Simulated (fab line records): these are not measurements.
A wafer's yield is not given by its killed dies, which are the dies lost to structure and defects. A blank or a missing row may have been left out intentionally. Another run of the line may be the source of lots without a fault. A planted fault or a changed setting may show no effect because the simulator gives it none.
Which tool was responsible?	flow nand_harc	13 lots, 39 wafers sampled, at 4 steps of a route of 1302

== WHAT THE GAUGES SHOWED, per wafer ==
NHARC_A_ONON_D2_THK_MEAS_08: measures by ellipsometry.
lot	measured	on	thk_nm (nm)
L604	day 12 13:50	film_metro-01	1013 1011 1011
L606	day 13 12:16	film_metro-02	982 983 982
L607	day 13 12:24	film_metro-02	996 997 998
L609	day 15 08:17	film_metro-01	731 1017 1017
L618	day 18 06:17	film_metro-01	999 997 998
L619	day 18 06:28	film_metro-01	1016 1018 1017
L620	day 19 00:46	film_metro-02	1000 999 1000
L621	day 19 11:47	film_metro-01	1002 1002 1000
L622	day 20 07:58	film_metro-02	1003 1004 1004
L624	day 20 22:42	film_metro-01	1002 1002 1004
L625	day 21 07:55	film_metro-02	987 989 987
L626	day 21 07:59	film_metro-02	992 993 993
L627	day 21 23:43	film_metro-02	1010 1010 1011

NHARC_END_SORT_01.
lot	measured	on	killed_at_array	killed_at_other	killed_at_periphery	killed_dies	killed_open	killed_short
L606	day 25 12:43	prober-01	72 64 76	0 0 0	2 6 10	74 70 86	0 2 4	1 1 1
L609	day 27 06:32	prober-01	674 97 83	0 0 1	3 7 2	677 104 86	3 4 3	1 1 1
L618	day 30 10:26	prober-01	61 53 49	0 0 0	1 4 3	62 57 52	0 4 1	1 2 3
L619	day 30 18:14	prober-01	78 79 82	1 0 2	0 3 1	79 82 85	0 3 4	3 2 2
L621	day 31 11:38	prober-01	33 32 34	0 0 0	2 1 1	35 33 35	3 5 4	2 0 2

== EACH LOT AND THE TOOL THAT RAN IT (in order: tool; ch and the chambers of the sampled wafers; start) ==
lot	NHARC_A_DECK1_JOINT_DEP_16	NHARC_A_ONON_D2_DEP_06
L604	pecvd-02 ch 1,2, day 12 11:49	pecvd_onon-02 ch 0, day 12 13:22
L606	pecvd-02 ch 0,1,2, day 13 10:14	pecvd_onon-04 ch 0, day 13 11:49
L607	pecvd-03 ch 0,1,2, day 13 10:23	pecvd_onon-02 ch 0, day 13 11:53
L609	pecvd-01 ch 0,1,2, day 15 05:59	pecvd_onon-02 ch 0, day 15 07:50
L618	pecvd-01 ch 1,2, day 18 04:17	pecvd_onon-01 ch 0, day 18 05:46
L619	pecvd-01 ch 1,2, day 18 04:28	pecvd_onon-02 ch 0, day 18 05:57
L620	pecvd-02 ch 0,2, day 18 22:46	pecvd_onon-04 ch 0, day 19 00:19
L621	pecvd-02 ch 0,1,2, day 19 09:45	pecvd_onon-01 ch 0, day 19 11:16
L622	pecvd-02 ch 0,1, day 20 05:56	pecvd_onon-02 ch 0, day 20 07:28
L624	pecvd-03 ch 0,1, day 20 20:40	pecvd_onon-01 ch 0, day 20 22:15
L625	pecvd-01 ch 0,1,2, day 21 05:55	pecvd_onon-01 ch 0, day 21 07:31
L626	pecvd-02 ch 0,1, day 21 05:56	pecvd_onon-02 ch 0, day 21 07:32
L627	pecvd-03 ch 0,1, day 21 21:07	pecvd_onon-01 ch 0, day 21 23:16
- NHARC_A_DECK1_JOINT_DEP_16: deposits SiO2, target thk 45 nm.
- NHARC_A_ONON_D2_DEP_06: target thk 1000 nm.

== AS READ BY THE TOOLS THEMSELVES (means over the sampled wafers that have a number; for cases with no such wafer, the mark the record gives instead) ==
NHARC_A_DECK1_JOINT_DEP_16.
lot	tool	heater_power_outer_w (W)	heater_power_w (W)	rf_fwd_power_W (W)	showerhead_vpp_V (V)	throttle_valve_pct (%)
L604	pecvd-02	348	627	897.4	1856	15.7
L606	pecvd-02	385	677	892.8	1846	15.4
L607	pecvd-03	229	434	896.6	1996	16.0
L609	pecvd-01	324	550	898.9	1841	15.8
L618	pecvd-01	333	574	893.8	1871	15.7
L619	pecvd-01	257	462	895.7	1852	16.1
L620	pecvd-02	388	670	895.9	1854	15.3
L621	pecvd-02	377	641	893.0	1866	15.4
L622	pecvd-02	371	602	900.2	1915	15.3
L624	pecvd-03	226	412	897.9	1931	15.5
L625	pecvd-01	314	534	895.5	1839	16.1
L626	pecvd-02	384	639	895.1	1896	15.0
L627	pecvd-03	243	426	896.4	1983	15.9

NHARC_A_ONON_D2_DEP_06.
lot	tool	n2_flow_sccm (sccm)	nh3_flow_sccm (sccm)
L604	pecvd_onon-02	2742	498.2
L606	pecvd_onon-04	2759	498.4
L607	pecvd_onon-02	2748	500.6
L609	pecvd_onon-02	2748	500.7
L618	pecvd_onon-01	2761	496.7
L619	pecvd_onon-02	2759	499.5
L620	pecvd_onon-04	2740	500.4
L621	pecvd_onon-01	2745	499.5
L622	pecvd_onon-02	2748	500.4
L624	pecvd_onon-01	2752	498.8
L625	pecvd_onon-01	2749	500.9
L626	pecvd_onon-02	2750	499.9
L627	pecvd_onon-01	2751	501.9

== THE ANSWER, worked out from the rows above alone ==
Rule: the lots themselves supply what counts as usual. Put in order of their means at a reading, lots are off if they are a third of the lots or fewer, leave a main group of 4 or more, and stand apart from it by a gap of 3 or more times the standard deviation of the main group's means; of several such gaps the widest counts. Not used: any main group whose means are identical at the precision the tables above print for the reading. Also off: a lot with no number at a reading for which 4 or more lots have one. Any other lot the step has rows for is counted as sound. First the gauges in route order, then the tools' own readings, where a lot's mean is used as printed above. At the first step where some lot is off, the reading lying furthest off is the one used; lots without a number count as furthest.
Off at NHARC_A_ONON_D2_THK_MEAS_08 (thk_nm): L609. For the main group the mean is 1000 nm and the standard deviation 9.5.
If a tool, at a process step before that reading, ran all the lots that are off and no sound lot after the first of them, it fits. Not tried: the gauges at NHARC_A_ONON_D2_THK_MEAS_08; whatever is off there is also off at NHARC_END_SORT_01, on other tools, and gauge error can't account for it. None of those tried fits.

== WHAT THE SIMULATOR HAD INSERTED ==
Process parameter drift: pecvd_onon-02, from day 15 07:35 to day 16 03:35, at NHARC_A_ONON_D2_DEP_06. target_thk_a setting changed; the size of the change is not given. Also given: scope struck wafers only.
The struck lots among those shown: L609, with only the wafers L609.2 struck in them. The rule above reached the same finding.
